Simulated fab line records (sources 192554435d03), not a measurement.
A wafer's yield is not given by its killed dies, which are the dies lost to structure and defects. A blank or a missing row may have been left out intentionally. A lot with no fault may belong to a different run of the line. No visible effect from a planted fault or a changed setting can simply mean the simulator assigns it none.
What tool caused it? ; flow n5_finfet ; 31 wafers from 11 lots sampled at 5 of the route's 1938 steps

== WHAT THE GAUGES SHOWED, per wafer ==
N5_BEOL_M4_RC_MEAS_101. Usual: DIBL_N 37.1 mV/V, standard deviation 1.9; DIBL_P 37.2 mV/V, standard deviation 2.3; IOFF_N 0.18 nA/um, standard deviation 0.04; IOFF_P 0.23 nA/um, standard deviation 0.044; ION_N 682 uA/um, standard deviation 11; ION_P 468 uA/um, standard deviation 8.6; SS_N 71.9 mV/dec, standard deviation 0.68; SS_P 73.5 mV/dec, standard deviation 0.74; VT_N 248 mV, standard deviation 3.4; VT_P -248 mV, standard deviation 3.4.
lot;measured;on;DIBL_N (mV/V);DIBL_P (mV/V);IOFF_N (nA/um);IOFF_P (nA/um);ION_N (uA/um);ION_P (uA/um);SS_N (mV/dec);SS_P (mV/dec);VT_N (mV);VT_P (mV);flag
L978;day 8 02:03;prober-01;38.1 35.5 38.4;37.9 34.4 37.7;0.19 0.13 0.19;0.25 0.20 0.25;676 668 679;471 460 465;71.6 71.4 72.1;73.4 72.3 73.3;248 254 250;-247 -250 -248;
L979;day 8 02:15;prober-02;39.1 36.4 38.4;38.0 34.9 36.1;0.19 0.14 0.16;0.24 0.20 0.22;673 675 668;463 468 461;72.1 71.3 72.4;74.4 73.4 73.8;250 251 248;-250 -251 -249;
L981;day 8 19:58;prober-02;38.1 35.6 35.8;37.6 34.7 34.2;0.21 0.15 0.16;0.31 0.24 0.24;687 673 680;479 473 473;72.3 71.4 70.9;74.1 73.8 73.1;246 248 247;-240 -245 -246;
L982;day 8 22:40;prober-01;36.9 37.0 34.1;36.5 37.8 34.2;0.16 0.17 0.12;0.24 0.28 0.20;675 681 673;468 473 469;72.0 72.5 70.9;73.9 74.3 72.2;249 250 253;-244 -245 -248;
L980;day 8 23:04;prober-02;33.6 35.1 34.7;34.6 36.4 36.5;0.13 0.16 0.15;0.19 0.22 0.22;662 683 676;461 468 475;71.1 71.5 71.6;73.4 74.3 73.2;254 251 252;-249 -245 -249;
L988;day 10 10:13;prober-01;36.6 34.3 34.6;38.5 37.1 35.9;0.17 0.14 0.14;0.20 0.18 0.17;685 676 675;461 461 456;71.6 70.7 71.0;74.0 73.0 72.0;249 254 251;-254 -251 -255;
L990;day 11 07:41;prober-01;39.4 37.2 39.0;41.0 37.9 41.0;0.24 0.19 0.24;0.35 0.27 0.34;692 693 710;477 473 485;72.1 71.9 73.3;74.1 74.3 74.0;243 245 242;-243 -247 -242;
L995;day 12 01:38;prober-02;38.1 37.3 37.4;37.8 37.4 37.3;0.16 0.18 0.16;0.21 0.22 0.21;685 687 676;469 471 470;71.9 72.5 72.7;73.6 73.9 72.8;250 247 251;-252 -251 -251;
L997;day 12 12:32;prober-01;36.9 37.8;35.7 35.7;0.17 0.19;0.18 0.19;666 670;444 452;73.2 73.0;73.4 73.2;250 251;-256 -253;
L100;day 13 06:49;prober-01;36.3 32.8;37.3 33.6;0.19 0.13;0.26 0.20;689 652;471 457;72.2 71.2;73.4 71.7;246 253;-245 -250;
L101;day 13 09:58;prober-02;36.4 36.8 37.0;36.7 36.7 37.2;0.17 0.17 0.18;0.21 0.22 0.23;672 671 675;459 454 460;71.2 72.2 71.9;73.0 73.5 73.8;248 248 247;-252 -250 -250;

== WHAT TOOL EACH LOT RAN ON (gives the tool, then ch and the chambers of the sampled wafers, and finally the start) ==
lot;N5_BEOL_M4_DEGAS_44;N5_BEOL_M4_SURFACE_TREAT_85;N5_BEOL_M4_CVD_47;N5_BEOL_M4_SPUTTER_79
L978;pvd_sputter-02, day 7 22:23;pvd_sputter-02, day 7 22:46;cvd_co-01 ch 1,2, day 7 22:52;pvd_sputter-02, day 7 23:15
L979;pvd_sputter-02, day 7 22:33;pvd_sputter-02, day 7 22:59;cvd_co-01 ch 1,2, day 7 23:07;pvd_sputter-01, day 7 23:37
L981;pvd_sputter-02, day 8 16:10;pvd_sputter-02, day 8 16:34;cvd_co-02 ch 0,1, day 8 16:37;pvd_sputter-01, day 8 17:10
L982;pvd_sputter-02, day 8 18:59;pvd_sputter-03, day 8 19:25;cvd_co-02 ch 0,1,2, day 8 19:28;pvd_sputter-03, day 8 19:52
L980;pvd_sputter-03, day 8 19:13;pvd_sputter-03, day 8 19:37;cvd_co-02 ch 0,1,2, day 8 19:44;pvd_sputter-01, day 8 20:11
L988;pvd_sputter-03, day 10 05:10;pvd_sputter-02, day 10 05:35;cvd_co-01 ch 1,2, day 10 05:53;pvd_sputter-03, day 10 07:34
L990;pvd_sputter-01, day 11 02:45;pvd_sputter-03, day 11 03:14;cvd_co-01 ch 0,2, day 11 03:31;pvd_sputter-01, day 11 05:03
L995;pvd_sputter-02, day 11 22:04;pvd_sputter-02, day 11 22:29;cvd_co-02 ch 0,1, day 11 22:33;pvd_sputter-01, day 11 23:00
L997;pvd_sputter-03, day 12 08:36;pvd_sputter-02, day 12 09:04;cvd_co-02 ch 0,1, day 12 09:10;pvd_sputter-03, day 12 09:35
L100;pvd_sputter-01, day 13 01:28;pvd_sputter-01, day 13 02:01;cvd_co-02 ch 1, day 13 02:07;pvd_sputter-03, day 13 04:11
L101;pvd_sputter-02, day 13 06:11;pvd_sputter-01, day 13 06:38;cvd_co-02 ch 0,2, day 13 06:46;pvd_sputter-02, day 13 07:11
- N5_BEOL_M4_DEGAS_44: time 60 s.
- N5_BEOL_M4_SURFACE_TREAT_85
- N5_BEOL_M4_CVD_47: deposits Co from CCTBA/H2, target thk 3 nm, time 223.8 s.
- N5_BEOL_M4_SPUTTER_79: material Cu, target thk 4.5 nm, time 8.29 s.

== AS READ BY THE TOOLS THEMSELVES (means over the sampled wafers that have a number; for cases with no such wafer, the mark the record gives instead) ==
N5_BEOL_M4_DEGAS_44. Usual: heater_power_w 353 W, standard deviation 29.
lot;tool;heater_power_w (W);flag
L978;pvd_sputter-02;360;
L979;pvd_sputter-02;377;
L981;pvd_sputter-02;361;
L982;pvd_sputter-02;368;
L980;pvd_sputter-03;345;
L988;pvd_sputter-03;347;
L990;pvd_sputter-01;319;
L995;pvd_sputter-02;372;
L997;pvd_sputter-03;362;
L100;pvd_sputter-01;307;
L101;pvd_sputter-02;378;

N5_BEOL_M4_CVD_47. Usual: run_length_s 246.8 s, standard deviation 0.63.
lot;tool;run_length_s (s);flag
L978;cvd_co-01;246.6;
L979;cvd_co-01;246.1;
L981;cvd_co-02;246.4;
L982;cvd_co-02;246.9;
L980;cvd_co-02;246.6;
L988;cvd_co-01;309.8;OFF
L990;cvd_co-01;373.6;OFF
L995;cvd_co-02;246.3;
L997;cvd_co-02;246.3;
L100;cvd_co-02;246.8;
L101;cvd_co-02;246.5;

N5_BEOL_M4_SPUTTER_79. Usual: throttle_valve_pct 29.8 %, standard deviation 1.3.
lot;tool;throttle_valve_pct (%);flag
L978;pvd_sputter-02;31.2;
L979;pvd_sputter-01;29.6;
L981;pvd_sputter-01;30.3;
L982;pvd_sputter-03;31.0;
L980;pvd_sputter-01;29.0;
L988;pvd_sputter-03;30.1;
L990;pvd_sputter-01;29.0;
L995;pvd_sputter-01;30.5;
L997;pvd_sputter-03;31.7;
L100;pvd_sputter-03;29.8;
L101;pvd_sputter-02;30.8;

== THE ANSWER, worked out from the rows above alone ==
Rule: a lot counts as off when the mean over its wafers that have a number is more than 3 standard deviations away from the usual mean. A lot without any number at a reading at which 4 lots or more have one is off too. The other lots that the step has rows for count as sound. Order of review: gauges by route order, followed by the tools' own readings, for which a lot's mean as printed above is used. The first step at which some lot is off is used, and at that step the reading that is off furthest; a lot without a number counts as furthest.
Off: L988, L990 (N5_BEOL_M4_CVD_47, run_length_s).
If a tool, at that step or one of the process steps before it, ran each lot that is off and ran no sound lot following the first of them, it fits. One candidate fits, namely cvd_co-01 at N5_BEOL_M4_CVD_47. Its last sound lot is L979 (day 7 23:07), its first lot that is off L988 (day 10 05:53): a fault that began between those two fits.
On the lots that are off, the tool's own readings at N5_BEOL_M4_CVD_47 differ by more than 5 times the standard deviation of the sound lots' means, which bears it out; run_length_s reads 341.7 s there versus 246.5 s on the sound lots.

== WHAT HAD BEEN PUT IN BY THE SIMULATOR ==
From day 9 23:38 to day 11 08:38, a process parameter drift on cvd_co-01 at N5_BEOL_M4_CVD_47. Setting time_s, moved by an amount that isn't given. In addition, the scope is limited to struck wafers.
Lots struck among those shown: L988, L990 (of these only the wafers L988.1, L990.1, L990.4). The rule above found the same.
